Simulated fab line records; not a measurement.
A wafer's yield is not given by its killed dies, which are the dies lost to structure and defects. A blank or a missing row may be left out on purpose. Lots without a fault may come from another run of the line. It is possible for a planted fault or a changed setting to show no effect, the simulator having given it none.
fab line records	flow nandHarc	part 2 of 2: steps 30 to 43 of 43
record lots=5	wafers=15	lastDay=33
route steps=1302 shown P_ZERO_WELL@5
lots that met no fault: from a run of the same line without faults
startH: the number of hours between the record's first day and the start of the first shown wafer of the lot	waitH: time in hours since the lot's previous step	" the same as in the row above	L1.1+2: several wafers, shown together as one row	- no value, or no start given	* or withheld: withheld	< > ~ a bound
route shown NAME@n: a module of which the file shows steps, and the number in the route of the first	usual: average and standard deviation across the fault-free wafers	same: alike in all rows	chamber/n: place in a boat	sites: per-site readings	_std_site: the standard deviation of these	_edge_site: the outer-site mean with the inner-site mean subtracted	radiusMm: for every site, how far away it sits from the centre of the wafer	mask NAME#n: copy n	behind: the tool/chamber that last shaped the wafer	hold: why the lot was held/for how many hours/how that ended	device: the transistor (n, p or np) that didn't switch	end of line: the same wafers' tests at the end of the route	for a step that has no rows: nothing shown but its recipe	killed: count of dies lost to structure and defects at first sort (not the wafer's yield)	map: per-die view of a wafer (x killed, . not killed, _ where there is no die)
set.NAME: the setting that was run; set.NAME@STEP: the one run at that earlier step	model.NAME: the simulator's own value behind a step, which no gauge read
lots at selected steps of the route; one table per step, one row per wafer
services: when a tool's chamber went out of use (startH, in hours from the record's first day, below 0 if earlier), for how many hours, and the reason
## steps
# step NHARC_P_ZERO_WELL_IMPLANT_58
# recipe energyKev=100	doseCm2=2e+12	tiltDeg=7
# usual tiltDeg=7.000/0.019
lot.wafer	tool	chamber	startH	waitH	tiltDeg
L078.1	implanter-02	0	63.12	0.1	7.004
L078.4	"	0	"	"	7.020
L078.5	"	0	"	"	7.026
L085.2	implanter-01	0	134.07	0.1	7.019
L085.4	"	0	"	"	7.004
L085.5	"	0	"	"	7.011
L087.2	implanter-01	0	153.21	0.2	6.984
L087.3	"	0	"	"	6.963
L087.5	"	0	"	"	7.001
L089.2	implanter-01	0	173.39	0.1	7.018
L089.3	"	0	"	"	6.995
L089.6	"	0	"	"	6.978
L096.2	implanter-02	0	243.15	0.1	7.021
L096.4	"	0	"	"	7.019
L096.6	"	0	"	"	6.993
# step NHARC_P_ZERO_WELL_STRIP_28
# recipe timeS=840	tempC=130	chemistry=SPM
lot.wafer	tool	chamber	startH	waitH
L078.5+4+1	wetBench-07	4,6,7	63.33	0.1
L085.2+4+5	wetBench-04	6,2,3	134.26	0.2
L087.2+5+3	wetBench-07	5,6,7	153.41	0.2
L089.6+3+2	wetBench-04	1,4,5	173.58	0.0
L096.4+6+2	wetBench-09	1,2,5	243.33	0.1
# step NHARC_P_ZERO_WELL_DEHYDRATE_29
# recipe tempC=150	timeS=120
lot.wafer	tool	chamber	startH	waitH
L078.1+4+5	lithoTrack-07	0	63.66	-
L085.2+4+5	lithoTrack-02	0	134.59	-
L087.2+3+5	lithoTrack-07	0	153.73	-
L089.2+3+6	lithoTrack-07	0	173.91	-
L096.2+4+6	lithoTrack-02	0	243.66	-
# step NHARC_P_ZERO_WELL_HMDS_30
# recipe timeS=30
lot.wafer	tool	chamber	startH	waitH
L078.1+4+5	lithoTrack-07	0	-	-
L085.2+4+5	lithoTrack-02	0	-	-
L087.2+3+5	lithoTrack-07	0	-	-
L089.2+3+6	lithoTrack-07	0	-	-
L096.2+4+6	lithoTrack-02	0	-	-
# step NHARC_P_ZERO_WELL_COAT_31
# recipe spinRpm=withheld
lot.wafer	tool	chamber	startH	waitH
L078.1+4+5	lithoTrack-07	0	-	-
L085.2+4+5	lithoTrack-02	0	-	-
L087.2+3+5	lithoTrack-07	0	-	-
L089.2+3+6	lithoTrack-07	0	-	-
L096.2+4+6	lithoTrack-02	0	-	-
# step NHARC_P_ZERO_WELL_SOFTBAKE_32
# recipe tempC=122	timeS=95
lot.wafer	tool	chamber	startH	waitH
L078.1+4+5	lithoTrack-07	0	-	-
L085.2+4+5	lithoTrack-02	0	-	-
L087.2+3+5	lithoTrack-07	0	-	-
L089.2+3+6	lithoTrack-07	0	-	-
L096.2+4+6	lithoTrack-02	0	-	-
# step NHARC_P_ZERO_WELL_EBR_33
lot.wafer	tool	chamber	startH	waitH
L078.1+4+5	lithoTrack-07	0	-	-
L085.2+4+5	lithoTrack-02	0	-	-
L087.2+3+5	lithoTrack-07	0	-	-
L089.2+3+6	lithoTrack-07	0	-	-
L096.2+4+6	lithoTrack-02	0	-	-
# step NHARC_P_ZERO_WELL_EXPOSE_34
# recipe na=0.6	targetCdNm=720	doseMj=22.31	maskId=P_PWELL
# usual exposureDoseMJCm2=22.310/0.021
lot.wafer	tool	chamber	startH	waitH	mask	exposureDoseMJCm2
L078.1	krfScanner-01	0	63.93	-	P_PWELL#0	22.347
L078.4	"	0	"	"	P_PWELL#0	22.344
L078.5	"	0	"	"	P_PWELL#0	22.310
L085.2	krfScanner-04	0	134.74	-	P_PWELL#0	22.295
L085.4	"	0	"	"	P_PWELL#0	22.302
L085.5	"	0	"	"	P_PWELL#0	22.330
L087.2	krfScanner-01	0	154.00	-	P_PWELL#0	22.308
L087.3	"	0	"	"	P_PWELL#0	22.302
L087.5	"	0	"	"	P_PWELL#0	22.310
L089.2	krfScanner-04	0	174.18	-	P_PWELL#0	22.264
L089.3	"	0	"	"	P_PWELL#0	22.287
L089.6	"	0	"	"	P_PWELL#0	22.261
L096.2	krfScanner-01	0	243.94	-	P_PWELL#0	22.323
L096.4	"	0	"	"	P_PWELL#0	22.302
L096.6	"	0	"	"	P_PWELL#0	22.305
# step NHARC_P_ZERO_WELL_PEB_35
# recipe pebTempC=118	pebTimeS=85
lot.wafer	tool	chamber	startH	waitH
L078.1+4+5	lithoTrack-02	0	64.00	0.1
L085.2+4+5	lithoTrack-07	0	134.80	0.1
L087.2+3+5	lithoTrack-02	0	154.07	0.1
L089.2+3+6	lithoTrack-07	0	174.24	0.1
L096.2+4+6	lithoTrack-07	0	244.00	0.1
# step NHARC_P_ZERO_WELL_DEVELOP_36
# recipe timeS=70
lot.wafer	tool	chamber	startH	waitH
L078.1+4+5	lithoTrack-02	0	-	-
L085.2+4+5	lithoTrack-07	0	-	-
L087.2+3+5	lithoTrack-02	0	-	-
L089.2+3+6	lithoTrack-07	0	-	-
L096.2+4+6	lithoTrack-07	0	-	-
# step NHARC_P_ZERO_WELL_CD_MEAS_37
# recipe targetCdNm=720	landingEnergyEv=500
# usual cdNm=719.6/1.6
lot.wafer	tool	chamber	startH	waitH	cdNm
L078.1	cdSem-03	0	64.09	-	716.8
L078.4	"	0	"	"	718.8
L078.5	"	0	"	"	718.8
L085.2	cdSem-03	0	134.89	-	719.1
L085.4	"	0	"	"	717.1
L085.5	"	0	"	"	718.7
L087.2	cdSem-01	0	154.16	-	720.5
L087.3	"	0	"	"	718.2
L087.5	"	0	"	"	717.3
L089.2	cdSem-01	0	174.34	-	721.8
L089.3	"	0	"	"	724.2
L089.6	"	0	"	"	720.8
L096.2	cdSem-01	0	244.09	-	719.2
L096.4	"	0	"	"	719.2
L096.6	"	0	"	"	719.8
# step NHARC_P_ZERO_WELL_HARDBAKE_38
# recipe tempC=125	timeS=80
lot.wafer	tool	chamber	startH	waitH
L078.1+4+5	lithoTrack-05	0	64.17	-
L085.2+4+5	lithoTrack-07	0	134.97	-
L087.2+3+5	lithoTrack-07	0	154.24	-
L089.2+3+6	lithoTrack-07	0	174.42	-
L096.2+4+6	lithoTrack-02	0	244.17	-
# step NHARC_P_ZERO_WELL_DESCUM_39
# recipe timeS=3	o2FlowSccm=200	arFlowSccm=0	biasPowerW=0	chemistry=O2
# usual drypumpMotorCurrentA=5.9/0.44	oesProductAu=1.004/0.0091	rfVppV=57.7/0.98	showerheadPlenumPTorr=1.88/0.11	throttleValvePct=11.311/0.0091
lot.wafer	tool	chamber	startH	waitH	drypumpMotorCurrentA	oesProductAu	rfHoursCounterH	rfVppV	showerheadPlenumPTorr	throttleValvePct
L078.1	rieDiel-09	1	64.25	-	6.3	0.994	27	56.6	2.07	11.313
L078.4	"	0	"	"	5.9	1.011	28	56.5	1.78	11.311
L078.5	"	1	"	"	6.3	0.985	-	59.2	2.07	11.307
L085.2	rieDiel-09	2	135.07	-	5.6	1.005	48	55.7	1.81	11.315
L085.4	"	3	"	"	6.3	1.005	48	56.9	1.76	11.321
L085.5	"	0	"	"	5.9	0.999	-	57.5	1.77	11.304
L087.2	rieDiel-12	0	154.33	-	6.3	1.022	18	58.3	1.98	11.313
L087.3	"	1	"	"	6.6	1.001	20	58.0	1.83	11.320
L087.5	"	0	"	"	6.3	1.007	-	56.7	1.98	11.311
L089.3	rieDiel-06	0	174.49	-	5.4	1.008	14	57.9	1.84	11.307
L089.2	"	2	"	"	4.9	1.008	11	58.1	1.91	11.300
L089.6	"	1	"	"	5.2	1.006	-	59.3	2.07	11.323
L096.4	rieDiel-09	0	244.69	-	5.9	1.014	29	58.0	2.07	11.316
L096.2	"	2	"	"	5.6	1.005	29	56.5	1.80	11.313
L096.6	"	1	"	"	6.4	0.982	-	58.6	2.05	11.311
# step NHARC_P_ZERO_WELL_IMPLANT_40
# recipe energyKev=300	doseCm2=1e+13	tiltDeg=7
# usual tiltDeg=7.004/0.02
lot.wafer	tool	chamber	startH	waitH	tiltDeg
L078.1	implanter-02	0	64.39	0.1	7.006
L078.4	"	0	"	"	7.014
L078.5	"	0	"	"	7.005
L085.2	implanter-01	0	135.22	0.1	7.009
L085.4	"	0	"	"	7.003
L085.5	"	0	"	"	7.009
L087.2	implanter-01	0	154.49	0.2	6.959
L087.3	"	0	"	"	6.988
L087.5	"	0	"	"	6.999
L089.2	implanter-02	0	174.67	0.1	7.036
L089.3	"	0	"	"	7.018
L089.6	"	0	"	"	7.019
L096.2	implanter-01	0	244.87	0.1	7.002
L096.4	"	0	"	"	7.025
L096.6	"	0	"	"	7.040
## services
tool	chamber	startH	hours	kind
rieDiel-12	-	44.56	0.2	repair
krfScanner-04	-	46.18	2.0	repair
krfScanner-01	-	46.25	1.3	repair
lithoTrack-02	-	52.00	7.0	pm
implanter-01	-	63.15	2.6	repair
implanter-01	-	75.56	4.4	repair
lithoTrack-07	-	76.00	7.0	pm
implanter-01	-	81.89	13.9	repair
rieDiel-12	-	91.45	9.0	pm
krfScanner-04	-	121.16	1.1	repair
lithoTrack-05	-	124.00	7.0	pm
rieDiel-09	3	129.91	4.4	repair
rieDiel-06	-	130.97	9.0	pm
krfScanner-01	-	140.03	4.0	pm
implanter-02	-	146.41	13.0	pm
krfScanner-04	-	182.00	4.0	pm
krfScanner-01	-	190.75	22.3	repair
rieDiel-12	2	204.52	5.5	repair
implanter-01	-	207.53	1.1	repair
krfScanner-04	-	215.07	33.3	repair
rieDiel-06	-	216.99	1.8	repair
rieDiel-12	1	226.75	9.5	repair
lithoTrack-02	-	227.00	7.0	pm
rieDiel-12	3	228.41	2.4	repair
